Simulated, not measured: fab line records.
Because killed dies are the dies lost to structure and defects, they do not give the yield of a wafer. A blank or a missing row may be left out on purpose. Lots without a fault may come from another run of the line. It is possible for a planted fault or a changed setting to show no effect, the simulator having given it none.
Comparing a struck lot with a sound one -- flow nand harc -- 24 steps out of a route of 1159
Sound: the wafers L881.2, L881.3, L881.4. Wafers struck: L888.2, L888.3, L888.5. Last of all comes the cause.
At each step with rows: each side's tool, then ch and its chambers, then its first start. Under that, the readings that differ: sound wafers -- struck wafers -- difference of the means -- sigmas: that difference in standard deviations of wafers without a fault.
alike: a reading whose means differ by less than 2 such deviations, as well as words and numbers matching on both sides. not compared: withheld readings; readings where some wafer has no value; bounds like >300 that might hide an equal value; numbers whose values overlap and for which the record gives no deviation.
The two part at a step that has a row with sigmas, a row that says differs or no value, or rows on one side only. Numbers that don't overlap but have no deviation are shown without sigmas and don't part them. Lack of a reading on every wafer of one side parts them only where that side has two or more wafers.

first, 1 step without rows for these wafers: NHARC_A_M0_SRD_25.
NHARC_A_M0_INSPECT_27:
  sound on defect inspect-01 at day 20 18:35; struck on defect inspect-02 at day 22 13:34
  alike: raw defect count
NHARC_A_M0_PRE_CLEAN_31: time 12 s.
  sound on pecvd-01 ch 0,2, day 20 18:39; struck on pecvd-01 ch 0,1, day 22 13:49
  alike: heater power w, rf fwd power W
NHARC_A_M0_DEP_32: deposits SiCN, target thk 30 nm.
  sound on pecvd-01 ch 0,2, day 20 18:44; struck on pecvd-01 ch 0,1, day 22 13:54
  alike: heater power w, rf fwd power W
then, 7 steps without rows for these wafers: NHARC_A_M1_DEP_00 (deposits SiOC, target thk 182.5 nm); NHARC_A_M1_DEHYDRATE_01 (time 120 s); NHARC_A_M1_HMDS_02 (time 30 s); NHARC_A_M1_COAT_34 (time 65 s); NHARC_A_M1_COAT_03 (resist thk 90 nm); NHARC_A_M1_SOFTBAKE_04 (time 55 s); NHARC_A_M1_EBR_05.
NHARC_A_M1_EXPOSE_06: exposes mask A M1, target cd 120 nm.
  sound on arfi scanner-02 ch 0, day 20 19:50; struck on arfi scanner-02 ch 0, day 22 15:05
reading,sound,struck,difference,sigmas
exposure dose mJ cm2,75.25 75.15 75.14,82.52 82.59 82.63,+7.40,+94
  alike: mask
then, 2 steps without rows for these wafers: NHARC_A_M1_PEB_07 (peb time 65 s); NHARC_A_M1_DEVELOP_08 (develop time 35 s).
NHARC_A_M1_CD_MEAS_09: target cd 120 nm.
  sound on cd sem-02 ch 0, day 20 19:58; struck on cd sem-01 ch 0, day 22 15:13
reading,sound,struck,difference,sigmas
cd nm (nm),121.2 120.6 120.7,126.2 125.9 125.7,+5.1,+12
NHARC_A_M1_OVL_MEAS_10: pitch 240 nm.
  sound on overlay-01 at day 20 20:03; struck on overlay-02 at day 22 15:19
  alike: overlay x nm, overlay y nm
NHARC_A_M1_INSPECT_11:
  sound on defect inspect-01 at day 20 20:05; struck on defect inspect-01 at day 22 15:21
  alike: raw defect count
NHARC_A_M1_DESCUM_14: chemistry O2, time 3 s.
  sound on rie diel-08 ch 0,2,3, day 20 20:10; struck on rie diel-08 ch 0,2, day 22 15:25
reading,sound,struck,difference,sigmas
model.A_M1.cd nm (nm),121.1 120.9 120.6,126.4 126.2 126,+5.3,
  alike: drypump motor current A, oes product au, rf vpp V, showerhead plenum p Torr, throttle valve pct
  not compared: rf hours counter h
NHARC_A_M1_ETCH_35: etches the open film in N2/H2, target depth 40 nm, overetch 12 nm, time 43.94 s.
  sound on rie diel-08 ch 0,1,2, day 20 20:14; struck on rie diel-08 ch 0,2, day 22 15:31
  alike: drypump motor current A, oes product au, rf fwd power W, rf vpp V, showerhead plenum p Torr, throttle valve pct
  not compared: rf hours counter h
NHARC_A_M1_ETCH_15: etches the open film in C4F8/Ar, target depth 182.5 nm, time 91.2 s.
  sound on rie diel-08 ch 0,1,2; struck on rie diel-08 ch 0,2
  alike: oes product au, rf fwd power W, rf vpp V
  not compared: rf hours counter h
NHARC_A_M1_CD_MEAS_16:
  sound on cd sem-03 at day 20 20:28; struck on cd sem-02 at day 22 15:46
reading,sound,struck,difference,sigmas
cd nm (nm),121.0 121.1 120.5,126.3 126.5 125.4,+5.2,+10
NHARC_A_M1_STRIP_18: strips in N2/H2.
  sound on rie diel-08 ch 0,1,2, day 20 20:34; struck on rie diel-08 ch 0,1,2, day 22 15:50
  alike: drypump motor current A, oes product au, rf fwd power W, rf vpp V, showerhead plenum p Torr, throttle valve pct
  not compared: rf hours counter h
NHARC_A_M1_ETCH_28: etches the open film in CF4/N2, target depth 30 nm, time 72.99 s.
  sound on rie diel-08 ch 0,1,2; struck on rie diel-08 ch 0,1,2
reading,sound,struck,difference,sigmas
model.A_M1.cd nm (nm),121.1 121.3 120.7,126.1 125.6 125.2,+4.6,
  alike: drypump motor current A, oes product au, rf fwd power W, rf vpp V, showerhead plenum p Torr, throttle valve pct
  not compared: rf hours counter h
then, 1 step without rows for these wafers: NHARC_A_M1_STRIP_19 (strips in post etch residue remover, time 600 s).

== WHERE THEY PART ==
First at NHARC_A_M1_EXPOSE_06; last, within this record, at NHARC_A_M1_CD_MEAS_16. Later steps at which nothing parts them and some readings are alike: NHARC_A_M1_STRIP_18, NHARC_A_M1_ETCH_28.

WHY: the cause the simulator had injected
Drift in process parameters on arfi scanner-02 at NHARC_A_M1_EXPOSE_06, starting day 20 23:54. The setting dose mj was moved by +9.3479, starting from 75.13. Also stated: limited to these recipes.
